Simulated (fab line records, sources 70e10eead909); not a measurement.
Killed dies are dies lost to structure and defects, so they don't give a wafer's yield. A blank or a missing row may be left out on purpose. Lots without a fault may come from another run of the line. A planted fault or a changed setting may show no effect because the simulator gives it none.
fab line records | flow nand_harc
record lots=24 wafers=72 last_day=24
route steps=1159 shown P_M1@296 P_M2@348 P_BONDPAD@369
lots that met no fault: from a run of the same line without faults
start_h: hours from the record's first day to the start of the lot's first wafer shown | wait_h: hours since the lot's step before | " the same as in the row above | L1.1+2: a row that stands for several wafers | - no value, or no start given | * or withheld: withheld | < > ~ a bound
route shown NAME@n: a module of which the file shows steps, and the number in the route of the first | usual: mean/standard deviation of fault-free wafers | same: alike in all rows | chamber/n: place in a boat | sites: the reading at each site | _std_site: their standard deviation | _edge_site: outer sites' mean less inner sites' | radius_mm: how far each site lies from the wafer's centre | mask NAME#n: copy n | behind: the tool/chamber that last shaped the wafer | hold: why the lot was held/for how many hours/how that ended | device: the transistor (n, p or np) that didn't switch | end of line: the same wafers' tests at the end of the route | a step without rows: its recipe alone | killed: dies lost to structure and defects at the first sort, not the wafer's yield | map: a wafer's dies, x killed, . not, _ none there
set.NAME: the setting as run; set.NAME@STEP: as run at that earlier step | model.NAME: the simulator's own value behind a step, which no gauge read
steps of the route over a sample of lots; a table a step, a row a wafer
services: from which hour (start_h, from the record's first day; less than 0 if before it) a tool's chamber was out of use, for how many hours, and why
## steps
# step NHARC_P_M1_OVL_MEAS_10
# recipe pitch_nm=260
# usual overlay_x_nm=-0.1/0.85 overlay_y_nm=-0.1/0.65
# columns lot.wafer tool chamber start_h wait_h overlay_x_nm overlay_y_nm
L075.1 overlay-01 - 120.31 - 0.0 0.4
L075.3 " - " " 0.7 0.4
L075.4 " - " " 0.3 0.5
L074.1 overlay-02 - 125.75 - 0.3 -0.7
L074.2 " - " " 0.2 -1.1
L074.3 " - " " 0.1 -1.1
L077.2 overlay-01 - 136.87 - -1.0 0.3
L077.5 " - " " -0.8 0.2
L077.6 " - " " -0.7 0.3
L076.3 overlay-02 - 137.33 - -0.3 0.5
L076.5 " - " " -0.8 0.4
L076.6 " - " " -0.6 0.7
L078.1 overlay-01 - 142.11 - 0.4 -0.3
L078.4 " - " " 0.4 -0.3
L078.5 " - " " 0.6 -0.6
L079.2 overlay-01 - 143.91 - -1.3 0.8
L079.3 " - " " -1.0 0.4
L079.4 " - " " -1.0 0.8
L080.2 overlay-02 - 163.18 - 0.5 -0.1
L080.3 " - " " 0.4 0.0
L080.4 " - " " 0.1 -0.2
L081.1 overlay-02 - 163.77 - 1.2 -1.5
L081.2 " - " " 1.0 -2.3
L081.4 " - " " 0.8 -1.7
L082.2 overlay-02 - 168.44 - -0.5 -0.8
L082.3 " - " " 0.2 -1.3
L082.4 " - " " -0.1 -1.2
L083.1 overlay-01 - 176.95 - 1.7 0.2
L083.2 " - " " 1.9 -0.5
L083.4 " - " " 2.0 -0.1
L084.2 overlay-02 - 182.44 - -0.5 -0.3
L084.4 " - " " -0.1 -0.6
L084.5 " - " " -0.6 -0.9
L086.3 overlay-01 - 199.40 - -1.4 -0.4
L086.4 " - " " -0.7 0.1
L086.6 " - " " -0.4 0.1
L085.1 overlay-02 - 199.73 - -1.1 0.3
L085.3 " - " " -1.3 -0.1
L085.6 " - " " -1.1 -0.5
L088.2 overlay-01 - 200.35 - 0.2 0.0
L088.4 " - " " -0.1 0.1
L088.5 " - " " -0.8 0.6
L087.1 overlay-02 - 201.62 - -1.2 0.0
L087.2 " - " " -1.0 -0.1
L087.4 " - " " -1.1 -0.1
L089.2 overlay-01 - 208.27 - 0.6 -1.0
L089.3 " - " " 0.8 -1.0
L089.4 " - " " 0.4 -0.6
L090.3 overlay-02 - 209.80 - -0.5 0.5
L090.5 " - " " -0.2 0.5
L090.6 " - " " -0.7 1.2
L092.1 overlay-02 - 229.78 - 0.6 1.2
L092.2 " - " " -0.1 0.8
L092.6 " - " " -0.2 0.7
L091.3 overlay-01 - 230.14 - 1.5 -0.3
L091.4 " - " " 1.6 -0.2
L091.5 " - " " 1.7 -0.2
L093.3 overlay-01 - 231.82 - -0.8 0.1
L093.4 " - " " -0.3 0.0
L093.5 " - " " -0.9 0.1
L094.3 overlay-01 - 239.76 - 0.0 -0.1
L094.4 " - " " -0.5 -0.8
L094.6 " - " " -0.1 -0.3
L095.1 overlay-02 - 246.67 - 0.3 -0.3
L095.4 " - " " 0.3 -0.2
L095.6 " - " " 0.1 -0.3
L097.1 overlay-02 - 250.90 - 1.0 -0.1
L097.3 " - " " 0.7 0.2
L097.4 " - " " 1.0 -0.1
L096.1 overlay-02 - 251.05 - -0.4 0.0
L096.3 " - " " -0.6 -0.2
L096.4 " - " " -1.1 0.1
# step NHARC_P_M1_PVD_20
# recipe target_thk_a=50 bias_v=168.6 power_w=15000 chamber_pressure_pa=0.12 time_s=8.06 substrate_temp_c=50 material=TaN
# usual substrate_temp_c=50.02/0.11 throttle_valve_pct=29.7/1.1
# columns lot.wafer tool chamber start_h wait_h substrate_temp_c throttle_valve_pct
L075.3 pvd_sputter-01 - - - 50.07 29.8
L075.4 " - " " 50.06 29.4
L075.1 " - " " 49.92 27.3
L074.3 pvd_sputter-03 - - - 50.08 29.5
L074.2 " - " " 50.08 30.4
L074.1 " - " " 50.05 31.1
L077.2 pvd_sputter-03 - - - 50.14 29.3
L077.6 " - " " 50.22 28.8
L077.5 " - " " 50.01 30.9
L076.3 pvd_sputter-02 - - - 50.14 30.5
L076.5 " - " " 50.00 30.7
L076.6 " - " " 50.13 29.7
L078.4 pvd_sputter-01 - - - 50.09 29.3
L078.1 " - " " 50.03 27.4
L078.5 " - " " 50.14 29.7
L079.2 pvd_sputter-03 - - - 50.13 30.3
L079.4 " - " " 49.98 30.9
L079.3 " - " " 49.96 29.2
L080.3 pvd_sputter-02 - - - 49.91 30.6
L080.4 " - " " 50.05 30.6
L080.2 " - " " 49.88 29.5
L081.4 pvd_sputter-03 - - - 49.91 28.7
L081.1 " - " " 49.88 30.7
L081.2 " - " " 50.20 30.3
L082.2 pvd_sputter-03 - - - 50.25 30.5
L082.4 " - " " 49.96 31.0
L082.3 " - " " 50.08 29.3
L083.4 pvd_sputter-03 - - - 50.08 29.4
L083.1 " - " " 49.96 30.2
L083.2 " - " " 50.08 28.8
L084.4 pvd_sputter-02 - - - 49.98 30.8
L084.2 " - " " 49.99 30.6
L084.5 " - " " 50.06 30.7
L086.4 pvd_sputter-01 - - - 49.98 28.9
L086.3 " - " " 49.93 27.4
L086.6 " - " " 50.10 28.5
L085.3 pvd_sputter-02 - - - 50.12 30.6
L085.1 " - " " 49.86 31.1
L085.6 " - " " 50.16 30.4
L088.4 pvd_sputter-01 - - - 50.10 30.6
L088.2 " - " " 50.07 29.6
L088.5 " - " " 50.04 28.1
L087.2 pvd_sputter-02 - - - 50.18 30.4
L087.4 " - " " 50.06 29.5
L087.1 " - " " 49.90 31.0
L089.4 pvd_sputter-01 - - - 50.00 30.5
L089.3 " - " " 50.04 29.6
L089.2 " - " " 50.09 27.6
L090.3 pvd_sputter-03 - - - 49.94 29.6
L090.6 " - " " 49.84 29.3
L090.5 " - " " 50.25 30.2
L092.1 pvd_sputter-01 - - - 50.01 29.2
L092.2 " - " " 49.83 28.2
L092.6 " - " " 49.74 30.6
L091.4 pvd_sputter-02 - - - 49.96 30.4
L091.3 " - " " 50.01 30.3
L091.5 " - " " 50.01 30.6
L093.3 pvd_sputter-01 - - - 50.07 27.2
L093.4 " - " " 49.98 29.3
L093.5 " - " " 49.93 27.2
L094.4 pvd_sputter-02 - - - 50.14 30.7
L094.3 " - " " 50.11 30.4
L094.6 " - " " 50.25 30.7
L095.4 pvd_sputter-01 - - - 50.06 29.6
L095.1 " - " " 49.95 27.3
L095.6 " - " " 50.05 29.4
L097.3 pvd_sputter-01 - - - 49.84 27.6
L097.4 " - " " 49.95 30.8
L097.1 " - " " 50.30 28.8
L096.4 pvd_sputter-03 - - - 50.14 30.3
L096.1 " - " " 49.96 28.8
L096.3 " - " " 49.96 31.0
# step NHARC_P_M2_INSPECT_27
# usual raw_defect_count=340/120
# columns lot.wafer tool chamber start_h wait_h raw_defect_count
L075.1 defect_inspect-01 - 127.13 0.0 245
L075.3 " - " " 362
L075.4 " - " " 267
L074.1 defect_inspect-01 - 133.22 0.0 469
L074.2 " - " " 468
L074.3 " - " " 340
L077.2 defect_inspect-02 - 143.64 0.0 285
L077.5 " - " " 332
L077.6 " - " " 267
L076.3 defect_inspect-01 - 144.34 0.0 521
L076.5 " - " " 462
L076.6 " - " " 232
L078.1 defect_inspect-01 - 149.12 0.0 379
L078.4 " - " " 466
L078.5 " - " " 424
L079.2 defect_inspect-02 - 150.75 0.0 318
L079.3 " - " " 164
L079.4 " - " " 441
L080.2 defect_inspect-02 - 170.74 0.0 294
L080.3 " - " " 668
L080.4 " - " " 321
L081.1 defect_inspect-01 - 171.15 0.0 241
L081.2 " - " " 296
L081.4 " - " " 292
L082.2 defect_inspect-02 - 175.55 0.0 319
L082.3 " - " " 216
L082.4 " - " " 303
L083.1 defect_inspect-02 - 184.00 0.0 270
L083.2 " - " " 430
L083.4 " - " " 334
L084.2 defect_inspect-02 - 189.33 0.0 524
L084.4 " - " " 323
L084.5 " - " " 607
L086.3 defect_inspect-02 - 206.46 0.0 316
L086.4 " - " " 229
L086.6 " - " " 550
L085.1 defect_inspect-02 - 206.76 0.0 319
L085.3 " - " " 205
L085.6 " - " " 272
L088.2 defect_inspect-01 - 207.37 0.0 313
L088.4 " - " " 213
L088.5 " - " " 286
L087.1 defect_inspect-01 - 208.89 0.0 231
L087.2 " - " " 194
L087.4 " - " " 259
L089.2 defect_inspect-02 - 215.25 0.0 322
L089.3 " - " " 336
L089.4 " - " " 232
L090.3 defect_inspect-02 - 216.85 0.0 267
L090.5 " - " " 357
L090.6 " - " " 513
L092.1 defect_inspect-01 - 236.69 0.0 303
L092.2 " - " " 666
L092.6 " - " " 318
L091.3 defect_inspect-02 - 237.30 0.0 255
L091.4 " - " " 255
L091.5 " - " " 165
L093.3 defect_inspect-01 - 238.79 0.0 403
L093.4 " - " " 426
L093.5 " - " " 582
L094.3 defect_inspect-02 - 247.07 0.0 205
L094.4 " - " " 402
L094.6 " - " " 202
L095.1 defect_inspect-01 - 254.05 0.0 299
L095.4 " - " " 335
L095.6 " - " " 268
L097.1 defect_inspect-02 - 257.59 0.0 266
L097.3 " - " " 596
L097.4 " - " " 406
L096.1 defect_inspect-01 - 258.59 0.0 479
L096.3 " - " " 369
L096.4 " - " " 328
# step NHARC_P_BONDPAD_ETCH_12
# recipe target_depth_a=2000 time_s=100 chf3_flow_sccm=50 o2_flow_sccm=10 ar_flow_sccm=200 rf_w=500 bias_w=200 chemistry=CHF3/O2
# usual chamber_pressure_mTorr=25.003/0.022 drypump_motor_current_A=5.6/0.36 oes_product_au=0.933/0.018 rf_vpp_V=370.6/1.8 showerhead_plenum_p_Torr=2.41/0.072 throttle_valve_pct=20.572/0.0083
# columns lot.wafer tool chamber start_h wait_h chamber_pressure_mTorr drypump_motor_current_A oes_product_au rf_hours_counter_h rf_vpp_V showerhead_plenum_p_Torr throttle_valve_pct
L075.3 rie_diel-13 0 - - 25.011 5.5 0.921 2 370.3 2.46 20.570
L075.1 " 1 " " 25.030 5.9 0.927 2 371.8 2.45 20.567
L075.4 " 1 " " 24.969 5.8 0.924 - 372.2 2.45 20.573
L074.1 rie_diel-09 0 - - 24.997 5.0 0.935 17 371.8 2.42 20.567
L074.3 " 1 " " 25.003 4.9 0.927 18 371.2 2.39 20.580
L074.2 " 2 " " 24.999 4.9 0.936 14 370.8 2.40 20.579
L077.2 rie_diel-13 0 - - 25.000 5.5 0.917 4 371.1 2.46 20.565
L077.6 " 2 " " 25.007 5.3 0.934 - 368.7 2.30 20.569
L077.5 " 3 " " 25.009 6.0 0.957 - 370.8 2.46 20.560
L076.3 rie_diel-13 0 - - 25.023 5.5 0.970 4 371.8 2.46 20.580
L076.5 " 1 " " 24.982 5.8 0.972 - 369.7 2.45 20.574
L076.6 " 2 " " 25.034 5.3 0.968 - 368.1 2.30 20.567
L078.4 rie_diel-13 3 - - 25.020 6.0 0.964 3 372.4 2.46 20.585
L078.1 " 1 " " 24.984 5.8 0.922 5 371.8 2.45 20.577
L078.5 " 3 " " 24.996 6.0 0.962 - 372.5 2.46 20.577
L079.3 rie_diel-11 1 - - 24.999 6.2 0.931 46 371.6 2.51 20.568
L079.2 " 2 " " 24.983 5.8 0.919 48 370.8 2.41 20.556
L079.4 " 3 " " 25.023 6.5 0.928 35 367.6 2.27 20.575
L080.2 rie_diel-09 0 - - 24.976 5.1 0.969 32 372.3 2.42 20.578
L080.4 " 2 " " 24.981 4.9 0.959 31 369.2 2.40 20.587
L080.3 " 3 " " 25.021 5.6 0.953 29 367.4 2.24 20.581
L081.4 rie_diel-13 2 - - 25.003 5.3 0.924 7 368.9 2.30 20.573
L081.2 " 0 " " 25.004 5.5 0.928 6 371.2 2.46 20.578
L081.1 " 1 " " 24.993 5.8 0.911 6 371.7 2.45 20.580
L082.3 rie_diel-13 3 - - 24.964 6.0 0.929 5 373.5 2.46 20.565
L082.2 " 0 " " 25.009 5.5 0.927 6 371.2 2.46 20.561
L082.4 " 2 " " 25.000 5.3 0.918 7 369.9 2.30 20.577
L083.4 rie_diel-11 1 - - 25.036 6.1 0.930 58 373.4 2.50 20.566
L083.2 " 3 " " 25.035 6.5 0.928 49 368.1 2.27 20.574
L083.1 " 0 " " 24.975 6.0 0.928 60 372.4 2.47 20.566
L084.2 rie_diel-13 3 - - 25.047 6.0 0.935 7 370.9 2.46 20.572
L084.4 " 1 " " 25.019 5.8 0.917 9 372.7 2.45 20.567
L084.5 " 0 " " 25.023 5.5 0.933 - 371.0 2.46 20.550
L086.4 rie_diel-13 3 - - 25.011 6.0 0.922 8 370.4 2.46 20.566
L086.3 " 0 " " 24.998 5.4 0.924 9 373.3 2.46 20.570
L086.6 " 0 " " 24.980 5.4 0.924 - 370.0 2.46 20.576
L085.1 rie_diel-11 1 - - 25.001 6.1 0.956 4 373.1 2.50 20.578
L085.3 " 2 " " 25.005 5.9 0.956 4 370.2 2.40 20.584
L085.6 " 1 " " 24.997 6.2 0.974 - 372.4 2.50 20.585
L088.4 rie_diel-13 2 - - 25.031 5.3 0.922 10 368.0 2.29 20.584
L088.2 " 0 " " 25.020 5.5 0.925 9 372.2 2.46 20.566
L088.5 " 2 " " 24.974 5.3 0.922 - 367.6 2.30 20.568
L087.4 rie_diel-13 1 - - 25.028 5.8 0.924 10 371.6 2.45 20.576
L087.1 " 3 " " 25.009 6.0 0.933 9 372.0 2.46 20.564
L087.2 " 0 " " 25.025 5.5 0.922 10 372.6 2.46 20.568
L089.4 rie_diel-13 1 - - 25.006 5.8 0.927 11 371.2 2.45 20.567
L089.2 " 2 " " 24.971 5.3 0.930 11 369.5 2.29 20.587
L089.3 " 3 " " 25.032 6.0 0.933 9 372.4 2.46 20.564
L090.3 rie_diel-13 1 - - 25.003 5.9 0.912 11 371.6 2.45 20.571
L090.6 " 1 " " 25.020 5.8 0.928 - 370.0 2.44 20.566
L090.5 " 2 " " 24.981 5.3 0.921 - 368.3 2.29 20.572
L092.1 rie_diel-13 2 - - 24.984 5.3 0.934 13 369.5 2.29 20.560
L092.2 " 0 " " 25.019 5.5 0.922 13 371.3 2.45 20.565
L092.6 " 2 " " 24.983 5.3 0.922 - 368.8 2.29 20.581
L091.4 rie_diel-13 3 - - 24.995 6.0 0.923 12 372.6 2.46 20.573
L091.3 " 2 " " 25.008 5.3 0.925 13 367.8 2.29 20.566
L091.5 " 3 " " 25.006 6.0 0.921 - 370.7 2.46 20.559
L093.4 rie_diel-13 0 - - 25.020 5.4 0.920 13 371.1 2.45 20.569
L093.3 " 1 " " 25.016 5.8 0.917 14 372.5 2.44 20.552
L093.5 " 0 " " 25.001 5.5 0.921 - 372.5 2.45 20.584
L094.4 rie_diel-13 0 - - 24.983 5.5 0.926 14 371.7 2.45 20.569
L094.3 " 1 " " 24.985 5.8 0.918 14 371.6 2.44 20.565
L094.6 " 2 " " 24.993 5.3 0.918 - 366.1 2.29 20.569
L095.1 rie_diel-13 2 - - 24.983 5.3 0.952 15 367.8 2.29 20.570
L095.4 " 3 " " 24.999 6.0 0.954 14 371.1 2.46 20.577
L095.6 " 2 " " 25.023 5.3 0.960 - 365.5 2.29 20.571
L097.1 rie_diel-13 0 - - 24.968 5.4 0.968 15 372.7 2.45 20.573
L097.3 " 1 " " 24.988 5.8 0.973 16 370.6 2.44 20.582
L097.4 " 3 " " 24.978 6.0 0.959 14 369.0 2.46 20.568
L096.4 rie_diel-13 1 - - 25.018 5.8 0.920 16 373.6 2.44 20.575
L096.1 " 2 " " 24.988 5.3 0.920 16 366.8 2.29 20.581
L096.3 " 3 " " 24.971 6.0 0.924 15 371.9 2.46 20.574
# step NHARC_P_BONDPAD_CD_MEAS_13
# usual cd_nm=499.1/1.6
# columns lot.wafer tool chamber start_h wait_h cd_nm
L075.1 cd_sem-02 - 129.50 - 502.3
L075.3 " - " " 501.2
L075.4 " - " " 501.2
L074.1 cd_sem-02 - 135.62 - 498.8
L074.2 " - " " 498.1
L074.3 " - " " 497.8
L077.2 cd_sem-01 - 145.95 - 499.8
L077.5 " - " " 498.9
L077.6 " - " " 500.0
L076.3 cd_sem-01 - 146.67 - 497.6
L076.5 " - " " 501.0
L076.6 " - " " 498.9
L078.1 cd_sem-03 - 151.59 - 499.4
L078.4 " - " " 502.0
L078.5 " - " " 502.3
L079.2 cd_sem-02 - 153.16 - 497.2
L079.3 " - " " 499.4
L079.4 " - " " 498.7
L080.2 cd_sem-01 - 173.52 - 500.4
L080.3 " - " " 498.8
L080.4 " - " " 499.8
L081.1 cd_sem-03 - 173.54 - 500.3
L081.2 " - " " 499.3
L081.4 " - " " 500.6
L082.2 cd_sem-02 - 177.87 - 503.5
L082.3 " - " " 499.2
L082.4 " - " " 499.1
L083.1 cd_sem-01 - 186.17 - 498.2
L083.2 " - " " 499.5
L083.4 " - " " 498.7
L084.2 cd_sem-02 - 191.64 - 497.8
L084.4 " - " " 499.4
L084.5 " - " " 499.7
L086.3 cd_sem-03 - 208.95 - 497.1
L086.4 " - " " 499.4
L086.6 " - " " 502.1
L085.1 cd_sem-03 - 209.10 - 499.7
L085.3 " - " " 501.0
L085.6 " - " " 499.0
L088.2 cd_sem-02 - 209.67 - 496.6
L088.4 " - " " 499.6
L088.5 " - " " 497.7
L087.1 cd_sem-01 - 211.05 - 500.6
L087.2 " - " " 498.3
L087.4 " - " " 498.8
L089.2 cd_sem-01 - 217.59 - 497.1
L089.3 " - " " 497.9
L089.4 " - " " 496.8
L090.3 cd_sem-01 - 219.04 - 501.2
L090.5 " - " " 500.8
L090.6 " - " " 501.1
L092.1 cd_sem-01 - 239.32 - 498.9
L092.2 " - " " 496.3
L092.6 " - " " 499.7
L091.3 cd_sem-03 - 240.45 - 494.7
L091.4 " - " " 496.9
L091.5 " - " " 497.6
L093.3 cd_sem-03 - 241.21 - 498.6
L093.4 " - " " 496.8
L093.5 " - " " 496.6
L094.3 cd_sem-01 - 249.41 - 500.5
L094.4 " - " " 496.6
L094.6 " - " " 499.3
L095.1 cd_sem-02 - 256.70 - 499.7
L095.4 " - " " 499.7
L095.6 " - " " 498.2
L097.1 cd_sem-02 - 259.82 - 497.9
L097.3 " - " " 495.5
L097.4 " - " " 497.0
L096.1 cd_sem-02 - 260.99 - 500.8
L096.3 " - " " 499.0
L096.4 " - " " 497.9
# step NHARC_P_BONDPAD_PRE_CLEAN_26
# recipe time_s=30 temp_c=280 gas=H2/He
# usual heater_power_w=397/25
# columns lot.wafer tool chamber start_h wait_h heater_power_w
L075.4 pvd_sputter-01 - - - 365
L075.1 " - " " 454
L075.3 " - " " 363
L074.2 pvd_sputter-03 - - - 412
L074.3 " - " " 409
L074.1 " - " " 423
L077.2 pvd_sputter-02 - - - 375
L077.6 " - " " 371
L077.5 " - " " 379
L076.3 pvd_sputter-02 - - - 386
L076.6 " - " " 373
L076.5 " - " " 382
L078.4 pvd_sputter-01 - - - 434
L078.1 " - " " 367
L078.5 " - " " 438
L079.4 pvd_sputter-01 - - - 396
L079.3 " - " " 433
L079.2 " - " " 369
L080.2 pvd_sputter-03 - - - 405
L080.3 " - " " 424
L080.4 " - " " 412
L081.2 pvd_sputter-02 - - - 379
L081.4 " - " " 385
L081.1 " - " " 382
L082.4 pvd_sputter-01 - - - 360
L082.3 " - " " 375
L082.2 " - " " 439
L083.2 pvd_sputter-02 - - - 379
L083.1 " - " " 365
L083.4 " - " " 385
L084.4 pvd_sputter-03 - - - 430
L084.2 " - " " 395
L084.5 " - " " 406
L086.4 pvd_sputter-03 - - - 405
L086.3 " - " " 422
L086.6 " - " " 413
L085.3 pvd_sputter-02 - - - 368
L085.1 " - " " 381
L085.6 " - " " 380
L088.4 pvd_sputter-01 - - - 436
L088.2 " - " " 398
L088.5 " - " " 367
L087.2 pvd_sputter-01 - - - 388
L087.4 " - " " 375
L087.1 " - " " 439
L089.3 pvd_sputter-01 - - - 360
L089.2 " - " " 407
L089.4 " - " " 448
L090.3 pvd_sputter-03 - - - 427
L090.6 " - " " 421
L090.5 " - " " 419
L092.1 pvd_sputter-02 - - - 403
L092.2 " - " " 387
L092.6 " - " " 353
L091.4 pvd_sputter-03 - - - 419
L091.3 " - " " 417
L091.5 " - " " 423
L093.4 pvd_sputter-02 - - - 410
L093.3 " - " " 384
L093.5 " - " " 403
L094.3 pvd_sputter-03 - - - 398
L094.4 " - " " 414
L094.6 " - " " 413
L095.1 pvd_sputter-03 - - - 400
L095.4 " - " " 424
L095.6 " - " " 419
L097.3 pvd_sputter-03 - - - 414
L097.4 " - " " 410
L097.1 " - " " 412
L096.1 pvd_sputter-01 - - - 451
L096.4 " - " " 359
L096.3 " - " " 391
## services
# columns tool chamber start_h hours kind
rie_diel-13 - 99.00 9.0 pm
rie_diel-13 0 99.00 9.0 vent_cycle
rie_diel-13 1 99.00 9.0 vent_cycle
rie_diel-13 2 99.00 9.0 vent_cycle
rie_diel-13 3 99.00 9.0 vent_cycle
rie_diel-11 3 101.11 6.2 repair
pvd_sputter-03 - 102.00 10.0 pm
rie_diel-13 0 108.00 - clean
rie_diel-13 1 108.00 - clean
rie_diel-13 2 108.00 - clean
rie_diel-13 3 108.00 - clean
rie_diel-11 3 108.18 16.1 repair
rie_diel-13 - 113.22 1.3 repair
rie_diel-13 3 120.60 16.8 repair
rie_diel-09 3 131.37 4.8 repair
rie_diel-13 0 132.54 - clean
rie_diel-11 1 144.97 3.7 repair
pvd_sputter-01 - 158.05 10.0 pm
pvd_sputter-03 - 162.06 2.9 repair
rie_diel-11 - 189.50 9.0 pm
pvd_sputter-02 - 214.00 10.0 pm
pvd_sputter-03 - 221.09 3.8 repair
pvd_sputter-02 - 252.03 16.4 repair
rie_diel-09 - 254.10 9.0 pm
## key
fault none
